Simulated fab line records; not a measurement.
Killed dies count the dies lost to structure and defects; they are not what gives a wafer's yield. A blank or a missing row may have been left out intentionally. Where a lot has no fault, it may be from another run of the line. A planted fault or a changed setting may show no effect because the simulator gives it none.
Problem report in the 8D (eight disciplines) form, filled by code / flow n5Finfet / the parts of the form that need people (team, actions taken, sign-off) are left out

## 1. WHAT IS WRONG
Wafers without a fault read 34, standard deviation 8.9; killed_at_M0_to_M3 at N5_PASSIVATION_PROBE_49 reads a mean of 186 on 4 wafers belonging to 3 lots. Measured from the usual mean, that is +17 standard deviations.
The first sign was on wafer L708.2 at day 13 17:51, on prober-01. Wafers with a number at this step in the record: 9, from 4 lots. The rule behind "out" and "out of limits": a value lying over 4 standard deviations away from the usual mean. Any other wafer with a number is counted as sound.

## 2. WHAT IT IS, WHAT IT ISN'T
question=which readings at this step | is=killed_at_M0_to_M3, defectLimitedYield, killedDies, sortNPass | is not=killed_at_M4_up, killedAtContacts, killedAtOther, killedOpen, killedShort, sort_bin_5_function, sort_bin_6_memory
question=which lots | is=L708, L711, L712 | is not=L706
question=which wafers of those lots | is=L708.2, L711.6, L712.2, L712.6 | is not=L708.4, L711.1
question=read on which tools | is=prober-01, prober-02 | is not=-
question=when | is=from day 13 17:51 | is not=up to then (3 sound wafers); but 2 sound wafers of L708, L711 came after

## 3. SUSPECTS, AND WHAT RULES EACH OUT
Counting: any tool at a process step up to the reading remains a suspect provided it ran every lot that is out. Sound lots after the first of them don't rule it out here, since some wafers of a struck lot are sound.
- vaporEtch-01 at N5_BEOL_M0_SAQP_RECESS_114 (chemistry HF/NH3, target SiO2, target depth 14.4 nm, afs cycles 3, sublimation time 60 s): kept. Ran every lot that is out, first one L708 (day 7 02:53); last sound lot up to then L706 (day 6 18:19).
After counting, what remains is vaporEtch-01 at N5_BEOL_M0_SAQP_RECESS_114.

## 4. THE CAUSE (what the simulator had put in)
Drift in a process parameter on vaporEtch-01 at N5_BEOL_M0_SAQP_RECESS_114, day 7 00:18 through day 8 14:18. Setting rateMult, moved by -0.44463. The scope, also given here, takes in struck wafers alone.
The count eliminated every tool but this one.

## 5. THE EFFECT CHAIN, in route order
Each row: a reading where the mean over the struck wafers with a number is more than 3 standard deviations away from the usual. Scope: only readings with a usual standard deviation given in the record; hours: median across lots of the time from each lot's start at the first step in this table that gives one to its start at this step; sigmas: change in usual standard deviations.
hours=0; step=N5_PASSIVATION_PROBE_49; reading=defectLimitedYield; usual=91.4 %; on struck wafers=78.2; change=-13.2; sigmas=-9.5
hours=0; step=N5_PASSIVATION_PROBE_49; reading=killed_at_M0_to_M3; usual=34; on struck wafers=186; change=+152; sigmas=+17
hours=0; step=N5_PASSIVATION_PROBE_49; reading=killedDies; usual=102; on struck wafers=258; change=+156; sigmas=+9.7
hours=0; step=N5_PASSIVATION_PROBE_49; reading=sortNPass; usual=1078; on struck wafers=918; change=-160; sigmas=-10
It contains these process steps:
- N5_PASSIVATION_PROBE_49

## 6. HOW IT WOULD HAVE BEEN CAUGHT EARLIER
In this record the first reading out of limits was taken at day 13 17:51, 162 hours after the fault began at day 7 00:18.
Of the tool readings at N5_BEOL_M0_SAQP_RECESS_114 for which the record gives a usual standard deviation, none was out on any struck wafer, so an alarm limit of 4 standard deviations on them would not have fired.
By day 13 17:51, every lot that is out (3) had started N5_BEOL_M0_SAQP_RECESS_114 on vaporEtch-01. Had the tool been put on hold then, not one of them would have been saved.
